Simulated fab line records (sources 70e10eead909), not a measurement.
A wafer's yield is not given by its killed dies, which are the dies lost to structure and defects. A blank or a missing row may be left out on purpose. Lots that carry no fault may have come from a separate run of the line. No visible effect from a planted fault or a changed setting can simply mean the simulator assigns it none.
Which tool is to blame? / flow nand-harc / Sampling: 12 lots, 36 wafers, 6 of 1302 route steps

WHAT EACH GAUGE READ, for each wafer
NHARC_P_GATE_INSPECT_68.
lot=L575; measured=day 6 08:37; on=defect-inspect-02; raw-defect-count=180 103 210
lot=L574; measured=day 6 08:58; on=defect-inspect-02; raw-defect-count=264 186 216
lot=L576; measured=day 6 21:08; on=defect-inspect-02; raw-defect-count=218 290 262
lot=L581; measured=day 8 14:55; on=defect-inspect-02; raw-defect-count=228 199 261
lot=L583; measured=day 9 14:37; on=defect-inspect-02; raw-defect-count=1138 250 1117
lot=L587; measured=day 11 19:25; on=defect-inspect-02; raw-defect-count=145 144 147
lot=L588; measured=day 11 22:55; on=defect-inspect-02; raw-defect-count=176 314 234
lot=L591; measured=day 12 19:45; on=defect-inspect-02; raw-defect-count=289 129 394
lot=L592; measured=day 13 06:32; on=defect-inspect-01; raw-defect-count=140 113 190
lot=L593; measured=day 13 15:07; on=defect-inspect-01; raw-defect-count=113 100 100
lot=L594; measured=day 14 10:08; on=defect-inspect-02; raw-defect-count=237 158 296
lot=L597; measured=day 15 10:02; on=defect-inspect-01; raw-defect-count=138 216 153

NHARC_END_SORT_01.
lot=L583; measured=day 28 19:49; on=prober-01; killed-at-array=64 78 58; killed-at-other=5 2 1; killed-at-periphery=101 3 106; killed-dies=170 83 165; killed-open=3 5 2; killed-short=3 1 4
lot=L593; measured=day 32 06:15; on=prober-01; killed-at-array=34 39; killed-at-other=0 0; killed-at-periphery=4 3; killed-dies=38 42; killed-open=2 5; killed-short=4 3

WHICH TOOL RAN EACH LOT (tool, then ch and the chambers of the sampled wafers, then the start)
lot=L575; NHARC_P_GATE_DESCUM_93=rie-diel-13 ch 0,2,3, day 6 05:45; NHARC_P_GATE_DEGAS_109=pvd-sputter-01, day 6 07:41; NHARC_P_GATE_PRE_CLEAN_110=pvd-sputter-01, day 6 07:44; NHARC_P_CONTACT_CMP_01=cmp-02 ch 1,3, day 6 09:26
lot=L574; NHARC_P_GATE_DESCUM_93=rie-diel-05 ch 1,3, day 6 06:05; NHARC_P_GATE_DEGAS_109=pvd-sputter-02, day 6 08:01; NHARC_P_GATE_PRE_CLEAN_110=pvd-sputter-02, day 6 08:04; NHARC_P_CONTACT_CMP_01=cmp-03 ch 0,1,2, day 6 09:46
lot=L576; NHARC_P_GATE_DESCUM_93=rie-diel-02 ch 0,2,3, day 6 18:06; NHARC_P_GATE_DEGAS_109=pvd-sputter-01, day 6 20:04; NHARC_P_GATE_PRE_CLEAN_110=pvd-sputter-01, day 6 20:07; NHARC_P_CONTACT_CMP_01=cmp-03 ch 0,2,3, day 6 21:55
lot=L581; NHARC_P_GATE_DESCUM_93=rie-diel-13 ch 1,3, day 8 12:00; NHARC_P_GATE_DEGAS_109=pvd-sputter-02, day 8 13:58; NHARC_P_GATE_PRE_CLEAN_110=pvd-sputter-02, day 8 14:01; NHARC_P_CONTACT_CMP_01=cmp-02 ch 0,1,2, day 8 15:45
lot=L583; NHARC_P_GATE_DESCUM_93=rie-diel-05 ch 2,3, day 9 11:40; NHARC_P_GATE_DEGAS_109=pvd-sputter-02, day 9 13:40; NHARC_P_GATE_PRE_CLEAN_110=pvd-sputter-02, day 9 13:43; NHARC_P_CONTACT_CMP_01=cmp-03 ch 0,2,3, day 9 15:23
lot=L587; NHARC_P_GATE_DESCUM_93=rie-diel-13 ch 0,1,2, day 11 15:56; NHARC_P_GATE_DEGAS_109=pvd-sputter-03, day 11 18:22; NHARC_P_GATE_PRE_CLEAN_110=pvd-sputter-03, day 11 18:25; NHARC_P_CONTACT_CMP_01=cmp-01 ch 1,2,3, day 11 20:11
lot=L588; NHARC_P_GATE_DESCUM_93=rie-diel-02 ch 1,2, day 11 20:00; NHARC_P_GATE_DEGAS_109=pvd-sputter-01, day 11 21:58; NHARC_P_GATE_PRE_CLEAN_110=pvd-sputter-01, day 11 22:01; NHARC_P_CONTACT_CMP_01=cmp-02 ch 0,2, day 11 23:41
lot=L591; NHARC_P_GATE_DESCUM_93=rie-diel-05 ch 0,1,3, day 12 16:52; NHARC_P_GATE_DEGAS_109=pvd-sputter-01, day 12 18:48; NHARC_P_GATE_PRE_CLEAN_110=pvd-sputter-01, day 12 18:51; NHARC_P_CONTACT_CMP_01=cmp-03 ch 0,1,3, day 12 20:32
lot=L592; NHARC_P_GATE_DESCUM_93=rie-diel-05 ch 1,2,3, day 13 03:38; NHARC_P_GATE_DEGAS_109=pvd-sputter-01, day 13 05:35; NHARC_P_GATE_PRE_CLEAN_110=pvd-sputter-01, day 13 05:39; NHARC_P_CONTACT_CMP_01=cmp-01 ch 0,1,2, day 13 07:19
lot=L593; NHARC_P_GATE_DESCUM_93=rie-diel-05 ch 0,1, day 13 12:10; NHARC_P_GATE_DEGAS_109=pvd-sputter-03, day 13 14:08; NHARC_P_GATE_PRE_CLEAN_110=pvd-sputter-03, day 13 14:11; NHARC_P_CONTACT_CMP_01=cmp-01 ch 1,2, day 13 15:53
lot=L594; NHARC_P_GATE_DESCUM_93=rie-diel-13 ch 0,1,2, day 14 07:15; NHARC_P_GATE_DEGAS_109=pvd-sputter-03, day 14 09:11; NHARC_P_GATE_PRE_CLEAN_110=pvd-sputter-03, day 14 09:14; NHARC_P_CONTACT_CMP_01=cmp-02 ch 0,2,3, day 14 10:57
lot=L597; NHARC_P_GATE_DESCUM_93=rie-diel-05 ch 0,3, day 15 07:04; NHARC_P_GATE_DEGAS_109=pvd-sputter-03, day 15 09:03; NHARC_P_GATE_PRE_CLEAN_110=pvd-sputter-03, day 15 09:05; NHARC_P_CONTACT_CMP_01=cmp-03 ch 0,1,2, day 15 10:52
- NHARC_P_GATE_DESCUM_93: chemistry O2, time 3 s.
- NHARC_P_GATE_DEGAS_109: time 60 s.
- NHARC_P_GATE_PRE_CLEAN_110: time 30 s.
- NHARC_P_CONTACT_CMP_01: polishes SiO2, target thk 200 nm.

WHAT THE TOOLS THEMSELVES READ (means of the sampled wafers that have a number; where no wafer has one, the mark that the record gives instead)
NHARC_P_GATE_DESCUM_93.
lot=L575; tool=rie-diel-13; drypump-motor-current-A (A)=6.1; o2-flow-sccm (sccm)=200.1; oes-product-au (a.u.)=1.011; rf-vpp-V (V)=58.3; showerhead-plenum-p-Torr (Torr)=1.96; throttle-valve-pct (%)=11.309
lot=L574; tool=rie-diel-05; drypump-motor-current-A (A)=6.4; o2-flow-sccm (sccm)=199.9; oes-product-au (a.u.)=0.992; rf-vpp-V (V)=58.2; showerhead-plenum-p-Torr (Torr)=1.98; throttle-valve-pct (%)=11.305
lot=L576; tool=rie-diel-02; drypump-motor-current-A (A)=6.0; o2-flow-sccm (sccm)=199.7; oes-product-au (a.u.)=0.987; rf-vpp-V (V)=56.8; showerhead-plenum-p-Torr (Torr)=1.92; throttle-valve-pct (%)=11.316
lot=L581; tool=rie-diel-13; drypump-motor-current-A (A)=6.0; o2-flow-sccm (sccm)=199.6; oes-product-au (a.u.)=0.988; rf-vpp-V (V)=58.0; showerhead-plenum-p-Torr (Torr)=1.90; throttle-valve-pct (%)=11.308
lot=L583; tool=rie-diel-05; drypump-motor-current-A (A)=6.2; o2-flow-sccm (sccm)=199.6; oes-product-au (a.u.)=0.994; rf-vpp-V (V)=58.8; showerhead-plenum-p-Torr (Torr)=2.03; throttle-valve-pct (%)=11.316
lot=L587; tool=rie-diel-13; drypump-motor-current-A (A)=5.9; o2-flow-sccm (sccm)=200.2; oes-product-au (a.u.)=0.998; rf-vpp-V (V)=57.9; showerhead-plenum-p-Torr (Torr)=1.97; throttle-valve-pct (%)=11.305
lot=L588; tool=rie-diel-02; drypump-motor-current-A (A)=5.5; o2-flow-sccm (sccm)=200.3; oes-product-au (a.u.)=1.002; rf-vpp-V (V)=58.5; showerhead-plenum-p-Torr (Torr)=1.97; throttle-valve-pct (%)=11.308
lot=L591; tool=rie-diel-05; drypump-motor-current-A (A)=5.9; o2-flow-sccm (sccm)=199.7; oes-product-au (a.u.)=1.006; rf-vpp-V (V)=57.8; showerhead-plenum-p-Torr (Torr)=1.99; throttle-valve-pct (%)=11.308
lot=L592; tool=rie-diel-05; drypump-motor-current-A (A)=6.2; o2-flow-sccm (sccm)=199.4; oes-product-au (a.u.)=1.018; rf-vpp-V (V)=58.4; showerhead-plenum-p-Torr (Torr)=2.01; throttle-valve-pct (%)=11.320
lot=L593; tool=rie-diel-05; drypump-motor-current-A (A)=5.4; o2-flow-sccm (sccm)=199.3; oes-product-au (a.u.)=1.010; rf-vpp-V (V)=57.9; showerhead-plenum-p-Torr (Torr)=2.00; throttle-valve-pct (%)=11.303
lot=L594; tool=rie-diel-13; drypump-motor-current-A (A)=5.9; o2-flow-sccm (sccm)=200.6; oes-product-au (a.u.)=0.995; rf-vpp-V (V)=58.8; showerhead-plenum-p-Torr (Torr)=1.97; throttle-valve-pct (%)=11.308
lot=L597; tool=rie-diel-05; drypump-motor-current-A (A)=5.7; o2-flow-sccm (sccm)=199.5; oes-product-au (a.u.)=1.006; rf-vpp-V (V)=59.2; showerhead-plenum-p-Torr (Torr)=1.99; throttle-valve-pct (%)=11.307

NHARC_P_GATE_DEGAS_109.
lot=L575; tool=pvd-sputter-01; heater-power-w (W)=483
lot=L574; tool=pvd-sputter-02; heater-power-w (W)=405
lot=L576; tool=pvd-sputter-01; heater-power-w (W)=475
lot=L581; tool=pvd-sputter-02; heater-power-w (W)=411
lot=L583; tool=pvd-sputter-02; heater-power-w (W)=415
lot=L587; tool=pvd-sputter-03; heater-power-w (W)=485
lot=L588; tool=pvd-sputter-01; heater-power-w (W)=460
lot=L591; tool=pvd-sputter-01; heater-power-w (W)=449
lot=L592; tool=pvd-sputter-01; heater-power-w (W)=470
lot=L593; tool=pvd-sputter-03; heater-power-w (W)=485
lot=L594; tool=pvd-sputter-03; heater-power-w (W)=470
lot=L597; tool=pvd-sputter-03; heater-power-w (W)=452

NHARC_P_CONTACT_CMP_01.
lot=L575; tool=cmp-02; edge-zone-pressure-frac=1.001; motor-current-A (A)=11.7; slurry-filter-dp-kPa (kPa)=13.47
lot=L574; tool=cmp-03; edge-zone-pressure-frac=1.003; motor-current-A (A)=12.2; slurry-filter-dp-kPa (kPa)=13.59
lot=L576; tool=cmp-03; edge-zone-pressure-frac=1.000; motor-current-A (A)=11.4; slurry-filter-dp-kPa (kPa)=13.42
lot=L581; tool=cmp-02; edge-zone-pressure-frac=0.999; motor-current-A (A)=11.3; slurry-filter-dp-kPa (kPa)=13.56
lot=L583; tool=cmp-03; edge-zone-pressure-frac=1.000; motor-current-A (A)=11.4; slurry-filter-dp-kPa (kPa)=13.43
lot=L587; tool=cmp-01; edge-zone-pressure-frac=1.003; motor-current-A (A)=11.5; slurry-filter-dp-kPa (kPa)=13.58
lot=L588; tool=cmp-02; edge-zone-pressure-frac=1.002; motor-current-A (A)=11.3; slurry-filter-dp-kPa (kPa)=13.63
lot=L591; tool=cmp-03; edge-zone-pressure-frac=1.006; motor-current-A (A)=11.7; slurry-filter-dp-kPa (kPa)=13.60
lot=L592; tool=cmp-01; edge-zone-pressure-frac=0.997; motor-current-A (A)=12.1; slurry-filter-dp-kPa (kPa)=13.57
lot=L593; tool=cmp-01; edge-zone-pressure-frac=1.000; motor-current-A (A)=11.8; slurry-filter-dp-kPa (kPa)=13.66
lot=L594; tool=cmp-02; edge-zone-pressure-frac=1.000; motor-current-A (A)=12.0; slurry-filter-dp-kPa (kPa)=13.36
lot=L597; tool=cmp-03; edge-zone-pressure-frac=0.998; motor-current-A (A)=11.8; slurry-filter-dp-kPa (kPa)=13.61

THE ANSWER, worked out from the rows above alone
Rule: the usual values come from the lots themselves. The widest of any qualifying gaps counts: lots, ordered by their means at a reading, are off when they make up no more than a third of the lots, leave a main group of 4 or more, and stand apart from it by 3 or more times the standard deviation of that group's means. Not used: any main group whose means are identical at the precision the tables above print for the reading. Also off: a lot with no number at a reading for which 4 or more lots have one. Any other lot the step has rows for is counted as sound. After the gauges, taken in route order, come the tools' own readings; for these a lot's mean is taken, as printed above. The first step at which some lot is off is used, and at that step the reading that is off furthest; a lot without a number counts as furthest.
Off, at NHARC_P_GATE_INSPECT_68 on raw-defect-count: L583. The main group has a mean of 198 with a standard deviation of 52.
If a tool, at a process step before that reading, ran all the lots that are off and no sound lot after the first of them, it fits. The gauges at NHARC_P_GATE_INSPECT_68 aren't tried: what is off there is off at NHARC_P_GATE_DESCUM_93 too, on other tools, and a gauge's error can't cause that. One fits: pvd-sputter-02 at NHARC_P_GATE_DEGAS_109 and NHARC_P_GATE_PRE_CLEAN_110. At NHARC_P_GATE_DEGAS_109 its last sound lot is L581 (day 8 13:58), its first lot that is off L583 (day 9 13:40): a fault that began between those two fits.

WHAT THE SIMULATOR HAD PUT IN
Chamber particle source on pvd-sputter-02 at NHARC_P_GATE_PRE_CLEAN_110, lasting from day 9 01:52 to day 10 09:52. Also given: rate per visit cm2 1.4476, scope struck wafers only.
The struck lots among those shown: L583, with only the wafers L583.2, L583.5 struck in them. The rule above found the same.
